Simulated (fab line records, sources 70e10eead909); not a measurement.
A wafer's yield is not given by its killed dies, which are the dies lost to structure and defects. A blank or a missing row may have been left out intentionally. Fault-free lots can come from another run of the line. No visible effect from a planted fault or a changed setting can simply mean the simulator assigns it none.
Code-filled problem report in 8D (eight disciplines) form | flow nand_harc | the parts of the form that need people (team, actions taken, sign-off) are left out

== 1. THE PROBLEM ==
At NHARC_A_ONON_D2_THK_MEAS_14, thk_nm averages 1546 nm over 4 wafers from 3 lots, while fault-free wafers read 1001 nm, standard deviation 8.8. Measured from the usual mean, that is +62 standard deviations.
The step: measures by ellipsometry.
First observed at day 19 03:31: wafer L193.2, on film_metro-01. Wafers with a number at this step in the record: 42, from 15 lots. The rule behind "out" and "out of limits": a value lying over 4 standard deviations away from the usual mean. All remaining wafers that have a number are taken as sound.

== 2. WHAT IT IS, WHAT IT ISN'T ==
question                    | is                             | is not
which readings at this step | thk_nm                         | -
which lots                  | L193, L195, L196               | L178, L179, L181, L182, L184, L185, L186, L188, L194, L198, L200, L201
which wafers of those lots  | L193.2, L193.4, L195.4, L196.2 | L195.5, L196.5
read on which gauges        | film_metro-01                  | film_metro-02
when                        | from day 19 03:31              | up to then (24 sound wafers); but 14 sound wafers of L194, L195, L196, L198, L200, L201 came after

== 3. THE SUSPECTS, EACH WITH WHAT RULES IT OUT ==
Counting: any tool at a process step up to the reading remains a suspect provided it ran every lot that is out. Sound lots after the first of them don't rule it out here, since some wafers of a struck lot are sound.
- the gauge at NHARC_A_ONON_D2_THK_MEAS_14: kept. All the wafers that are out were read on film_metro-01, and no step on other tools shows them out.
- pecvd_onon-04 at NHARC_A_ONON_D2_DEP_12 (target thk 1000 nm): kept. Ran every lot that is out, first one L193 (day 19 03:03); last sound lot up to then L188 (day 17 06:27).
After counting, pecvd_onon-04 at NHARC_A_ONON_D2_DEP_12 and film_metro-01 at NHARC_A_ONON_D2_THK_MEAS_14 remain.

== 4. THE CAUSE (what the simulator had put in) ==
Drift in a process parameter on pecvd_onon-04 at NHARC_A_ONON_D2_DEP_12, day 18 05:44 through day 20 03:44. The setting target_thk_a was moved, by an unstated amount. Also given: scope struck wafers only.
2 suspects survive the count, and this tool is in that group.

== 5. SEQUENCE OF EFFECTS, ordered by route ==
Each row: a reading whose mean over the struck wafers that have a number lies more than 3 standard deviations from the usual. Readings are gone through only where the record gives a usual standard deviation; hours: the median, over the lots, of the time from a lot's start at the first step in this table giving one to that lot's start at this step; sigmas: the change measured in usual standard deviations.
hours | step                        | reading | usual   | on struck wafers | change | sigmas
0     | NHARC_A_ONON_D2_THK_MEAS_14 | thk_nm  | 1001 nm | 1546             | +546   | +62

== 6. WHAT WOULD HAVE CAUGHT IT SOONER ==
22 hours passed between the start of the fault at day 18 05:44 and the first reading out of limits at a measuring or inspecting step in this record, taken at day 19 03:31.
No tool reading at NHARC_A_ONON_D2_DEP_12 that has a usual standard deviation in the record was out on any struck wafer, so an alarm limit of 4 standard deviations on those readings would not have fired.
Of the lots that are out (3), L195, L196 began NHARC_A_ONON_D2_DEP_12 on pecvd_onon-04 after day 19 03:31. A hold on the tool at that time would have spared those 2.
